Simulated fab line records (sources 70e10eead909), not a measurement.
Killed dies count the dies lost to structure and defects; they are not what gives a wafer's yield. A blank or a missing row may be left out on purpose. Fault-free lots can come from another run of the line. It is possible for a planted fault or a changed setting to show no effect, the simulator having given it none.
Comparing a struck lot with a sound one -- flow nand harc -- 40 out of 1159 route steps
Sound: these wafers, L326.1, L326.4, L326.6. Struck: wafers L330.1, L330.2, L330.5. Last of all comes the cause.
For every step that has rows: the tool of each side, followed by ch and its chambers, followed by its first start. Under that, the readings that differ: sound wafers -- struck wafers -- difference of the means -- sigmas: that difference in standard deviations of wafers without a fault.
alike: readings whose means differ by less than 2 such deviations, and words and numbers that are the same on both sides. not compared: withheld readings, readings that some wafer has no value for, bounds like >300 that may hide the same value, and numbers for which the record gives no deviation and whose values overlap.
A row with sigmas, a row that says differs or no value, or rows on one side alone: a step with any of these is where the two part. Numbers that have no deviation but don't overlap get no sigmas and don't part them. A reading missing from all wafers of one side parts the sides only when that side holds two or more wafers.

NHARC_A_BLC_OVL_MEAS_11:
  sound: overlay-01 at day 19 08:05; struck: overlay-02 at day 19 19:01
  alike: overlay x nm, overlay y nm
NHARC_A_BLC_INSPECT_12:
  sound: defect inspect-01 at day 19 08:07; struck: defect inspect-01 at day 19 19:03
  alike: raw defect count
then, 2 steps without rows for these wafers: NHARC_A_BLC_DESCUM_15 (chemistry O2, time 3 s); NHARC_A_BLC_ETCH_16 (etches the open film in CF4, target depth 39 nm, time 65 s).
NHARC_A_BLC_ETCH_17: etches the open film in N2/H2, target depth 390 nm, time 609.38 s.
  sound: rie diel-02 ch 0,1; struck: rie diel-13 ch 0,1,3
  alike: drypump motor current A, n2 flow sccm, oes product au, rf vpp V, showerhead plenum p Torr, throttle valve pct
  not compared: rf hours counter h
then, 1 step without rows for these wafers: NHARC_A_BLC_ETCH_18 (etches the open film in C4F8/O2/Ar, target depth 910 nm).
NHARC_A_BLC_CD_MEAS_19:
  sound: cd sem-03 at day 19 09:09; struck: cd sem-03 at day 19 20:05
reading,sound,struck,difference,sigmas
cd nm (nm),99.9 101.4 101.1,96.4 95.4 95.7,-5.0,-2
NHARC_A_BLC_STRIP_29: strips in CF4.
  sound on rie diel-02 ch 0,3, day 19 09:15; struck on rie diel-02 ch 1,2,3, day 19 20:11
  alike: drypump motor current A, oes product au, rf vpp V, showerhead plenum p Torr, throttle valve pct
  not compared: rf hours counter h
then, 4 steps without rows for these wafers: NHARC_A_BLC_STRIP_21 (strips in O2); NHARC_A_BLC_STRIP_22 (strips in post etch residue remover, time 600 s); NHARC_A_BLC_DEGAS_30 (time 60 s); NHARC_A_BLC_PRE_CLEAN_31 (time 15 s).
NHARC_A_BLC_PVD_32: deposits Ti, target thk 5 nm, time 17.7 s.
  sound: pvd sputter-03 at day 19 09:55; struck: pvd sputter-03 at day 19 20:51
  alike: throttle valve pct
then, 14 steps without rows for these wafers: NHARC_A_BLC_ALD_23 (deposits TiN, target thk 3 nm, pulse time 1 s, ald cycles 150); NHARC_A_BLC_CVD_24 (deposits W, target thk 150 nm, time 434 s); NHARC_A_BLC_CMP_25 (polishes, t overpolish 30 s, target thk 150 nm); NHARC_A_BLC_SRD_27; NHARC_A_M0_DEP_00 (deposits SiOC, target thk 150 nm); NHARC_A_M0_DEHYDRATE_01 (time 120 s); NHARC_A_M0_HMDS_02 (time 30 s); NHARC_A_M0_COAT_33 (time 65 s); NHARC_A_M0_COAT_03 (resist thk 90 nm); NHARC_A_M0_SOFTBAKE_04 (time 55 s); NHARC_A_M0_EBR_05; NHARC_A_M0_EXPOSE_06 (exposes mask A M0, target cd 80 nm); NHARC_A_M0_PEB_07 (peb time 65 s); NHARC_A_M0_DEVELOP_08 (develop time 35 s).
NHARC_A_M0_CD_MEAS_09: the cd target is 80 nm.
  sound on cd sem-01 ch 0, day 19 13:08; struck on cd sem-01 ch 0, day 20 00:20
reading,sound,struck,difference,sigmas
cd nm (nm),80.3 80.3 80.5,78.9 79.6 78.7,-1.3,-2
NHARC_A_M0_OVL_MEAS_10: pitch 160 nm.
  sound: overlay-01 at day 19 13:14; struck: overlay-01 at day 20 00:25
  alike: overlay x nm, overlay y nm
then, 1 step without rows for these wafers: NHARC_A_M0_DESCUM_14 (chemistry O2, time 3 s).
NHARC_A_M0_ETCH_34: etches the open film in N2/H2, target depth 40 nm, overetch 12 nm, time 43.94 s.
  sound on rie diel-05 ch 1,3, day 19 13:25; struck on rie diel-01 ch 0,1, day 20 00:37
reading,sound,struck,difference,sigmas
n2 flow sccm (sccm),149.1 149.4 149.8,149.7 150.8 150.8,+1.0,+2
  alike: drypump motor current A, oes product au, rf vpp V, showerhead plenum p Torr, throttle valve pct
  not compared: rf hours counter h
NHARC_A_M0_ETCH_15: etches the open film in C4F8/Ar, target depth 150 nm, overetch 15 nm, time 82.5 s.
  sound: rie diel-05 ch 1,2; struck: rie diel-01 ch 2,3
  alike: oes product au, rf vpp V
  not compared: rf hours counter h
NHARC_A_M0_CD_MEAS_16:
  sound: cd sem-02 at day 19 13:38; struck: cd sem-01 at day 20 00:49
  alike: cd nm
then, 4 steps without rows for these wafers: NHARC_A_M0_STRIP_18 (strips in N2/H2); NHARC_A_M0_STRIP_19 (strips in post etch residue remover, time 600 s); NHARC_A_M0_DEGAS_28 (time 60 s); NHARC_A_M0_PRE_CLEAN_29 (time 30 s).
NHARC_A_M0_PVD_20: deposits TaN, target thk 5 nm, time 8.06 s.
  sound on pvd sputter-01; struck on pvd sputter-01
  alike: throttle valve pct
then, 1 step without rows for these wafers: NHARC_A_M0_PVD_21 (deposits Cu, target thk 30 nm, time 20.49 s).
NHARC_END_SORT_01:
  only the struck wafers appear in the record here, on prober-02 ch 0 at day 21 23:14; the sound ones have no rows

## WHERE THEY PART
Last at NHARC_END_SORT_01 as far as this record goes, first at NHARC_A_BLC_CD_MEAS_19.

WHY: what the simulator had put in
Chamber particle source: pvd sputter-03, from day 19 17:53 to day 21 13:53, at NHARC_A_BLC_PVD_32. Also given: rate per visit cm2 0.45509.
